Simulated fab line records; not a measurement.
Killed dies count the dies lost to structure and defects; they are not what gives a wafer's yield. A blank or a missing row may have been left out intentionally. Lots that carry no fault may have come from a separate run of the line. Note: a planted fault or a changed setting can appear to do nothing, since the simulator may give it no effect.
fab line records + flow nand_harc
record:
- lots: 14
- wafers: 42
- last_day: 27
route steps=1159 shown A_WL_FILL@813 A_BONDPAD@1087 THIN_TSV@1126 END@1159
lots that met no fault: taken from a fault-free run of the same line
start_h: hours from the record's first day to the start of the lot's first wafer shown + wait_h: time in hours since the lot's previous step + " same as the row above + L1.1+2: a row that stands for several wafers + - either no value or no given start + * or withheld: withheld + < > ~ a bound
route shown NAME@n: a module of which the file shows steps, and the number in the route of the first + usual: mean/standard deviation taken from wafers without a fault + same: alike in all rows + chamber/n: place in a boat + sites: each site's reading + _std_site: the standard deviation of these + _edge_site: outer sites' mean less inner sites' + radius_mm: how far each site lies from the wafer's centre + mask NAME#n: copy n + behind: the most recent tool/chamber to have shaped the wafer + hold: reason for holding the lot/hours on hold/outcome of the hold + device: transistor that didn't switch, given as n, p or np + end of line: at the end of the route, the tests of the same wafers + a step without rows: its recipe alone + killed: not the wafer's yield, but the dies lost to structure and defects at the first sort + map: the dies of a wafer, with x for killed, . for not killed, _ for no die there
set.NAME: the setting that was run; set.NAME@STEP: the one run at that earlier step + model.NAME: the simulator's own value behind a step, which no gauge read
one table for each step of the route and one row for each wafer, over a sample of lots
services: from which hour (start_h, from the record's first day; less than 0 if before it) a tool's chamber was out of use, for how many hours, and why
== steps ==
step: NHARC_A_WL_FILL_CVD_03
recipe:
- target_thk_a: 400
- temp_c: 300
- pressure_torr: 40
- wf6_flow_sccm: 40
- h2_flow_sccm: 1600
- ar_flow_sccm: 1560
- time_s: 3302
- material: W
usual:
- heater_power_w: 440/35
- mfc_ar_sccm: 1561/4.7
- susceptor_temp_C: 299.92/0.17
- throttle_valve_pct: 7.94/0.2
| lot.wafer | tool     | chamber | start_h | wait_h | heater_power_w | mfc_ar_sccm | susceptor_temp_C | throttle_valve_pct |
|-----------|----------|---------|---------|--------|----------------|-------------|------------------|--------------------|
| L284.1    | cvd_w-01 | 0       | 326.15  | 4.0    | 395            | 1565        | -                | 7.97               |
| L284.6    | "        | 1       | 327.55  | 5.4    | 455            | 1555        | -                | 7.65               |
| L284.5    | "        | 0       | "       | "      | 392            | 1565        | -                | 7.93               |
| L286.1    | cvd_w-01 | 1       | 371.95  | 23.7   | 443            | 1558        | 299.79           | 7.87               |
| L286.3    | "        | 0       | "       | "      | 393            | 1556        | 300.28           | 8.19               |
| L286.4    | "        | 1       | "       | "      | 454            | 1554        | 299.76           | 8.12               |
| L285.2    | cvd_w-01 | 1       | 374.30  | 26.0   | 454            | 1566        | -                | 7.70               |
| L285.3    | "        | 1       | "       | "      | 458            | 1554        | -                | 7.52               |
| L285.6    | "        | 1       | "       | "      | 461            | 1564        | -                | 7.78               |
| L287.1    | cvd_w-01 | 0       | 379.90  | 31.3   | 393            | 1566        | -                | 7.75               |
| L287.4    | "        | 1       | 381.30  | 32.7   | 440            | 1567        | -                | 7.69               |
| L287.6    | "        | 0       | "       | "      | 393            | 1565        | -                | 7.96               |
| L288.1    | cvd_w-01 | 0       | 383.17  | 30.1   | 395            | 1563        | 299.84           | 8.11               |
| L288.4    | "        | 1       | "       | "      | 463            | 1565        | 299.76           | 7.88               |
| L288.5    | "        | 0       | 385.05  | 32.0   | 401            | 1563        | 299.90           | 8.07               |
| L294.1    | cvd_w-01 | 1       | 439.96  | 0.1    | 466            | 1561        | -                | 8.02               |
| L294.3    | "        | 0       | 441.35  | 1.4    | 398            | 1559        | -                | 8.03               |
| L294.5    | "        | 0       | "       | "      | 394            | 1566        | -                | 7.85               |
| L290.2    | cvd_w-01 | 0       | 445.60  | 5.2    | 394            | 1550        | 299.94           | 8.26               |
| L290.1    | "        | 1       | "       | "      | 449            | 1558        | 299.80           | 7.72               |
| L290.4    | "        | 0       | "       | "      | 397            | 1557        | 299.94           | 8.16               |
| L291.2    | cvd_w-01 | 1       | 448.91  | 8.3    | 461            | 1568        | 300.02           | 7.85               |
| L291.4    | "        | 0       | "       | "      | 387            | 1565        | 299.88           | 8.29               |
| L291.3    | "        | 1       | "       | "      | 454            | 1563        | 300.26           | 7.74               |
| L299.2    | cvd_w-02 | 1       | 455.51  | 10.7   | 446            | 1564        | 299.90           | 8.06               |
| L299.3    | "        | 0       | "       | "      | 477            | 1558        | 299.94           | 8.30               |
| L299.6    | "        | 0       | "       | "      | 466            | 1556        | 299.99           | 8.10               |
| L300.2    | cvd_w-02 | 0       | 457.86  | 12.8   | 476            | 1556        | 299.61           | 7.98               |
| L300.1    | "        | 1       | "       | "      | 464            | 1557        | 299.82           | 8.14               |
| L300.5    | "        | 1       | 460.21  | 15.2   | 464            | 1557        | 299.96           | 8.08               |
| L304.1    | cvd_w-01 | 1       | 499.87  | 5.8    | 481            | 1563        | 299.97           | 7.72               |
| L304.5    | "        | 1       | 501.76  | 7.7    | 477            | 1560        | 299.94           | 7.70               |
| L304.6    | "        | 0       | "       | "      | 375            | 1557        | 300.21           | 7.88               |
| L307.3    | cvd_w-01 | 1       | 503.64  | 7.0    | 463            | 1563        | -                | 7.72               |
| L307.4    | "        | 0       | "       | "      | 394            | 1563        | -                | 8.14               |
| L307.6    | "        | 1       | "       | "      | 473            | 1566        | -                | 8.13               |
| L306.2    | cvd_w-01 | 0       | 505.51  | 8.6    | 376            | 1561        | 299.99           | 7.89               |
| L306.6    | "        | 0       | 507.41  | 10.5   | 390            | 1561        | 300.07           | 8.01               |
| L306.5    | "        | 1       | "       | "      | 467            | 1573        | 299.84           | 7.77               |
| L305.1    | cvd_w-01 | 1       | 510.46  | 0.1    | 470            | 1560        | 299.95           | 7.64               |
| L305.2    | "        | 0       | "       | "      | 388            | 1561        | 299.89           | 8.03               |
| L305.6    | "        | 1       | 512.35  | 1.9    | 482            | 1557        | 300.21           | 7.79               |
step: NHARC_A_BONDPAD_ANNEAL_28
recipe:
- temp_c: 225
- time_s: 90
usual:
- wafer_temp_C_max: 226.3/0.4
| lot.wafer | tool          | chamber | start_h | wait_h | wafer_temp_C_max |
|-----------|---------------|---------|---------|--------|------------------|
| L284.1    | rtp_anneal-01 | 0       | 440.29  | 0.4    | 225.9            |
| L284.5    | "             | 0       | "       | "      | 225.8            |
| L284.6    | "             | 0       | "       | "      | 225.6            |
| L285.2    | rtp_anneal-02 | 0       | 446.25  | -      | 226.3            |
| L285.3    | "             | 0       | "       | "      | 227.2            |
| L285.6    | "             | 0       | "       | "      | 227.0            |
| L286.1    | rtp_anneal-01 | 0       | 448.31  | -      | 225.8            |
| L286.3    | "             | 0       | "       | "      | 226.3            |
| L286.4    | "             | 0       | "       | "      | 226.1            |
| L287.1    | rtp_anneal-01 | 0       | 452.63  | -      | 226.2            |
| L287.4    | "             | 0       | "       | "      | 226.0            |
| L287.6    | "             | 0       | "       | "      | 225.8            |
| L288.1    | rtp_anneal-01 | 0       | 478.76  | -      | 226.6            |
| L288.4    | "             | 0       | "       | "      | 226.1            |
| L288.5    | "             | 0       | "       | "      | 225.9            |
| L294.1    | rtp_anneal-01 | 0       | 527.24  | 0.3    | 226.2            |
| L294.3    | "             | 0       | "       | "      | 226.4            |
| L294.5    | "             | 0       | "       | "      | 226.2            |
| L290.1    | rtp_anneal-02 | 0       | 535.96  | 0.3    | 227.2            |
| L290.2    | "             | 0       | "       | "      | 226.6            |
| L290.4    | "             | 0       | "       | "      | 226.6            |
| L291.2    | rtp_anneal-01 | 0       | 557.68  | 0.4    | 226.0            |
| L291.3    | "             | 0       | "       | "      | 225.6            |
| L291.4    | "             | 0       | "       | "      | 226.0            |
| L299.2    | rtp_anneal-02 | 0       | 570.35  | 0.4    | 227.0            |
| L300.1    | rtp_anneal-02 | 0       | 574.87  | -      | 226.4            |
| L300.5    | "             | 0       | "       | "      | 226.3            |
| L304.1    | rtp_anneal-02 | 0       | 580.97  | -      | 226.7            |
| L304.5    | "             | 0       | "       | "      | 226.3            |
| L304.6    | "             | 0       | "       | "      | 226.3            |
| L307.3    | rtp_anneal-02 | 0       | 583.40  | 0.4    | 226.8            |
| L307.4    | "             | 0       | "       | "      | 226.4            |
| L307.6    | "             | 0       | "       | "      | 226.9            |
| L306.2    | rtp_anneal-02 | 0       | 585.05  | -      | 226.8            |
| L306.5    | "             | 0       | "       | "      | 226.5            |
| L306.6    | "             | 0       | "       | "      | 226.7            |
| L305.1    | rtp_anneal-01 | 0       | 592.62  | 0.3    | 225.7            |
| L305.2    | "             | 0       | "       | "      | 225.6            |
| L305.6    | "             | 0       | "       | "      | 225.8            |
step: NHARC_A_BONDPAD_THK_MEAS_20
recipe:
- thk_meas_gauge: xrf
usual:
- thk_nm: 169.7/1.4
| lot.wafer | tool          | chamber | start_h | wait_h | thk_nm |
|-----------|---------------|---------|---------|--------|--------|
| L284.1    | film_metro-02 | -       | 440.96  | -      | 172.1  |
| L284.5    | "             | -       | "       | "      | 169.0  |
| L284.6    | "             | -       | "       | "      | 171.5  |
| L285.2    | film_metro-02 | -       | 446.86  | -      | 172.0  |
| L285.3    | "             | -       | "       | "      | 170.1  |
| L285.6    | "             | -       | "       | "      | 172.6  |
| L286.1    | film_metro-02 | -       | 448.98  | -      | 170.8  |
| L286.3    | "             | -       | "       | "      | 169.5  |
| L286.4    | "             | -       | "       | "      | 169.7  |
| L287.1    | film_metro-01 | -       | 453.31  | -      | 169.4  |
| L287.4    | "             | -       | "       | "      | 169.3  |
| L287.6    | "             | -       | "       | "      | 169.0  |
| L288.1    | film_metro-01 | -       | 479.74  | -      | 168.0  |
| L288.4    | "             | -       | "       | "      | 168.3  |
| L288.5    | "             | -       | "       | "      | 170.0  |
| L294.1    | film_metro-01 | -       | 527.92  | -      | 170.1  |
| L294.3    | "             | -       | "       | "      | 168.2  |
| L294.5    | "             | -       | "       | "      | 170.4  |
| L290.1    | film_metro-01 | -       | 536.62  | -      | 170.5  |
| L290.2    | "             | -       | "       | "      | 167.3  |
| L290.4    | "             | -       | "       | "      | 170.1  |
| L291.2    | film_metro-02 | -       | 558.30  | -      | 170.5  |
| L291.3    | "             | -       | "       | "      | 168.0  |
| L291.4    | "             | -       | "       | "      | 168.2  |
| L299.2    | film_metro-02 | -       | 570.97  | -      | 170.4  |
| L300.1    | film_metro-02 | -       | 575.54  | -      | 168.5  |
| L300.5    | "             | -       | "       | "      | 168.9  |
| L304.1    | film_metro-01 | -       | 581.94  | -      | 170.1  |
| L304.5    | "             | -       | "       | "      | 168.6  |
| L304.6    | "             | -       | "       | "      | 172.0  |
| L307.3    | film_metro-02 | -       | 584.18  | -      | 169.2  |
| L307.4    | "             | -       | "       | "      | 170.3  |
| L307.6    | "             | -       | "       | "      | 169.9  |
| L306.2    | film_metro-02 | -       | 585.68  | -      | 168.7  |
| L306.5    | "             | -       | "       | "      | 170.9  |
| L306.6    | "             | -       | "       | "      | 169.3  |
| L305.1    | film_metro-01 | -       | 593.29  | -      | 170.6  |
| L305.2    | "             | -       | "       | "      | 173.2  |
| L305.6    | "             | -       | "       | "      | 169.7  |
step: NHARC_THIN_TSV_STRIP_62
recipe:
- power_w: 1500
- temp_c: 250
- time_s: 20
- chemistry: N2/H2
usual:
- drypump_motor_current_A: 5.8/0.5
- heater_power_w: 351/21
| lot.wafer | tool            | chamber | start_h | wait_h | drypump_motor_current_A | heater_power_w | rf_hours_counter_h |
|-----------|-----------------|---------|---------|--------|-------------------------|----------------|--------------------|
| L284.1    | plasma_asher-02 | 1       | 456.80  | -      | 6.5                     | 345            | 28                 |
| L284.5    | "               | 1       | "       | "      | 6.5                     | 347            | -                  |
| L284.6    | "               | 0       | "       | "      | 5.2                     | 386            | -                  |
| L286.1    | plasma_asher-02 | 1       | 463.58  | -      | 6.5                     | 362            | 32                 |
| L286.4    | "               | 1       | "       | "      | 6.5                     | 351            | -                  |
| L286.3    | "               | 0       | "       | "      | 5.2                     | 366            | -                  |
| L285.2    | plasma_asher-01 | 0       | 464.18  | -      | 5.7                     | 311            | 1                  |
| L285.3    | "               | 0       | "       | "      | 5.7                     | 324            | -                  |
| L285.6    | "               | 1       | "       | "      | 5.6                     | 346            | -                  |
| L287.1    | plasma_asher-02 | 0       | 471.14  | -      | 5.2                     | 365            | 34                 |
| L287.4    | "               | 0       | "       | "      | 5.2                     | 372            | -                  |
| L287.6    | "               | 0       | "       | "      | 5.2                     | 375            | -                  |
| L288.1    | plasma_asher-02 | 0       | 497.08  | -      | 5.2                     | 369            | 43                 |
| L288.4    | "               | 0       | "       | "      | 5.2                     | 371            | -                  |
| L288.5    | "               | 0       | "       | "      | 5.2                     | 375            | -                  |
| L294.1    | plasma_asher-01 | 1       | 547.16  | -      | 5.6                     | 343            | 27                 |
| L294.3    | "               | 0       | "       | "      | 5.7                     | 320            | -                  |
| L294.5    | "               | 1       | "       | "      | 5.6                     | 355            | -                  |
| L290.2    | plasma_asher-02 | 1       | 551.64  | -      | 6.5                     | 363            | 2                  |
| L290.1    | "               | 0       | "       | "      | 5.3                     | 375            | 2                  |
| L290.4    | "               | 0       | "       | "      | 5.2                     | 378            | -                  |
| L291.2    | plasma_asher-02 | 0       | 573.74  | -      | 5.2                     | 367            | 11                 |
| L291.3    | "               | 1       | "       | "      | 6.5                     | 356            | -                  |
| L291.4    | "               | 0       | "       | "      | 5.2                     | 363            | -                  |
| L299.2    | plasma_asher-01 | 0       | 586.40  | -      | 5.7                     | 323            | 43                 |
| L300.1    | plasma_asher-02 | 0       | 592.13  | -      | 5.3                     | 370            | 17                 |
| L300.5    | "               | 0       | "       | "      | 5.2                     | 377            | -                  |
| L307.4    | plasma_asher-01 | 1       | 597.98  | -      | 5.6                     | 333            | -                  |
| L307.3    | "               | 0       | "       | "      | 5.7                     | 317            | -                  |
| L307.6    | "               | 1       | "       | "      | 5.7                     | 338            | -                  |
| L304.1    | plasma_asher-02 | 0       | 598.91  | -      | 5.2                     | 380            | 22                 |
| L304.5    | "               | 1       | "       | "      | 6.5                     | 368            | -                  |
| L304.6    | "               | 0       | "       | "      | 5.2                     | 364            | -                  |
| L306.2    | plasma_asher-01 | 0       | 602.89  | -      | 5.7                     | 316            | 51                 |
| L306.5    | "               | 0       | "       | "      | 5.7                     | 312            | -                  |
| L306.6    | "               | 1       | "       | "      | 5.6                     | 346            | -                  |
| L305.2    | plasma_asher-01 | 1       | 608.79  | -      | 5.6                     | 343            | 54                 |
| L305.1    | "               | 0       | "       | "      | 5.7                     | 318            | 54                 |
| L305.6    | "               | 1       | "       | "      | 5.6                     | 348            | -                  |
step: NHARC_END_SORT_01
recipe:
- temp_c: 25
usual:
- killed_at_array: 28/11
- killed_at_other: 0.9/1.2
- killed_at_periphery: 2.6/2.1
- killed_dies: 31/11
- killed_open: 3.1/1.7
- killed_short: 1.9/1.3
same:
- gross_dies: 677
| lot.wafer | tool      | chamber | start_h | wait_h | killed_at_array | killed_at_other | killed_at_periphery | killed_dies | killed_open | killed_short |
|-----------|-----------|---------|---------|--------|-----------------|-----------------|---------------------|-------------|-------------|--------------|
| L299.2    | prober-02 | 0       | 599.20  | 2.8    | 23              | 3               | 0                   | 26          | 2           | 0            |
| L299.3    | prober-02 | 0       | 600.00  | 3.1    | 470             | 4               | 2                   | 476         | 5           | 1            |
| L299.6    | prober-02 | 0       | 602.37  | 4.0    | 497             | 3               | 0                   | 500         | 3           | 0            |
| L300.1    | prober-01 | 0       | 609.33  | 2.5    | 31              | 0               | 2                   | 33          | 4           | 4            |
| L300.2    | prober-01 | 0       | 610.13  | 2.8    | 541             | 1               | 8                   | 550         | 4           | 1            |
| L300.5    | prober-01 | 0       | 612.52  | 3.7    | 39              | 1               | 7                   | 47          | 3           | 5            |
killed by level:class
L299.2 A_SLIT:chamber_film_flake=12 A_CHANNEL_HOLE_D1:chamber_film_flake=5 A_CONTACT:chamber_film_flake=3 THIN_TSV:chamber_film_flake=3 A_ONON_D1:geometric_particle:open=1 A_M0:geometric_particle:open=1 A_STAIRCASE:chamber_film_flake=1
L299.3 A_WL_FILL:area_cvd=456 A_SLIT:chamber_film_flake=6 THIN_TSV:chamber_film_flake=4 A_WL_FILL:geometric_particle:open=2 A_STAIRCASE:chamber_film_flake=2 P_GATE:geometric_particle:open=1 A_CHANNEL_FILL_D1:geometric_particle:short=1 A_CHANNEL_FILL_D1:geometric_particle:open=1
L299.6 A_WL_FILL:area_cvd=467 A_SLIT:chamber_film_flake=12 A_CHANNEL_HOLE_D1:chamber_film_flake=7 A_CONTACT:chamber_film_flake=6 THIN_TSV:chamber_film_flake=3 A_BLC:geometric_particle:open=2 A_STAIRCASE:chamber_film_flake=2 A_CONTACT:geometric_particle:open=1
L300.1 A_CHANNEL_HOLE_D1:chamber_film_flake=20 A_ONON_D1:geometric_particle:short=3 P_STI:geometric_particle:open=1 A_SOURCE_PLATE:geometric_particle:open=1 A_CHANNEL_HOLE_D1:geometric_particle:short=1 A_SLIT:geometric_particle:open=1 A_CONTACT:geometric_particle:open=1 P_M2:chamber_film_flake=1
L300.2 A_WL_FILL:area_cvd=515 A_CHANNEL_HOLE_D1:chamber_film_flake=18 P_M2:chamber_film_flake=5 P_M1:chamber_film_flake=3 A_ONON_D1:geometric_particle:short=1 A_SOURCE_PLATE:geometric_particle:open=1 A_CHANNEL_FILL_D1:geometric_particle:open=1 A_SGD_CUT:geometric_particle:open=1
L300.5 A_CHANNEL_HOLE_D1:chamber_film_flake=24 P_M2:chamber_film_flake=5 A_ONON_D1:geometric_particle:short=3 A_M1:chamber_film_flake=3 A_CHANNEL_FILL_D1:geometric_particle:open=2 P_M1:chamber_film_flake=2 A_STAIRCASE:chamber_film_flake=2 A_SOURCE_PLATE:geometric_particle:short=1
== services ==
| tool            | chamber | start_h | hours | kind       |
|-----------------|---------|---------|-------|------------|
| cvd_w-01        | 0       | 305.80  | -     | clean      |
| cvd_w-01        | 1       | 305.80  | -     | clean      |
| cvd_w-02        | -       | 315.10  | 100.5 | repair     |
| plasma_asher-02 | -       | 360.35  | 9.0   | pm         |
| plasma_asher-02 | 0       | 360.35  | 9.0   | vent_cycle |
| plasma_asher-02 | 1       | 360.35  | 9.0   | vent_cycle |
| plasma_asher-02 | 0       | 369.35  | -     | clean      |
| plasma_asher-02 | 1       | 369.35  | -     | clean      |
| plasma_asher-01 | -       | 372.53  | 2.9   | repair     |
| cvd_w-02        | -       | 415.65  | 13.0  | pm         |
| plasma_asher-02 | -       | 451.55  | 0.5   | repair     |
| plasma_asher-01 | -       | 453.24  | 9.0   | pm         |
| cvd_w-01        | -       | 474.37  | 13.0  | pm         |
| cvd_w-01        | 0       | 474.37  | 13.0  | vent_cycle |
| cvd_w-01        | 1       | 474.37  | 13.0  | vent_cycle |
| cvd_w-01        | 0       | 487.37  | -     | clean      |
| cvd_w-01        | 1       | 487.37  | -     | clean      |
| cvd_w-02        | 0       | 492.73  | 2.5   | repair     |
| plasma_asher-02 | -       | 497.80  | 1.2   | repair     |
| plasma_asher-02 | -       | 537.35  | 9.0   | pm         |
| plasma_asher-02 | 0       | 537.35  | 9.0   | vent_cycle |
| plasma_asher-02 | 1       | 537.35  | 9.0   | vent_cycle |
| cvd_w-01        | 0       | 580.05  | 8.7   | repair     |
| cvd_w-02        | -       | 596.65  | 13.0  | pm         |
== key ==
first_sign:
- step: NHARC_END_SORT_01
- reading: killed_dies
- direction: up
- sigmas: 44
- usual: 31
- struck: 509
effect:
- step: NHARC_END_SORT_01
- reading: killed_at_array
- direction: up
- sigmas: 44
- usual: 28
- struck: 503
more_kills_born_at:
- NHARC_A_WL_FILL_CVD_03@cvd_w-02: 1438
met_at NHARC_A_WL_FILL_CVD_03
struck_lots L299,L300
struck_wafers L299.3,L299.6,L300.2
later_rows_left_out L299.3,L299.6,L300.2
tester_left_out L299,L300
not_acting_at NHARC_A_BONDPAD_ANNEAL_28,NHARC_A_BONDPAD_THK_MEAS_20,NHARC_THIN_TSV_STRIP_62
fault:
- kind: process_parameter_drift
- tool: cvd_w-02
- chamber: 0
- onset_h: 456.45
- steps: NHARC_A_WL_FILL_CVD_03
- channel: target_thk_a
- offset: *
- shape: step
- end_h: 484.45
- acts_in: *
- stated: *
tester_left_out: of these lots the tester's yield and bins aren't shown, on N5 and GAA mostly nor the transistor test; their killed dies are dies lost to structure and defects alone, not to doping, threshold or leakage, so they don't give the yield
later_rows_left_out: the simulator's readings of these wafers behind a module that went badly wrong aren't trusted and aren't shown, but for the sort
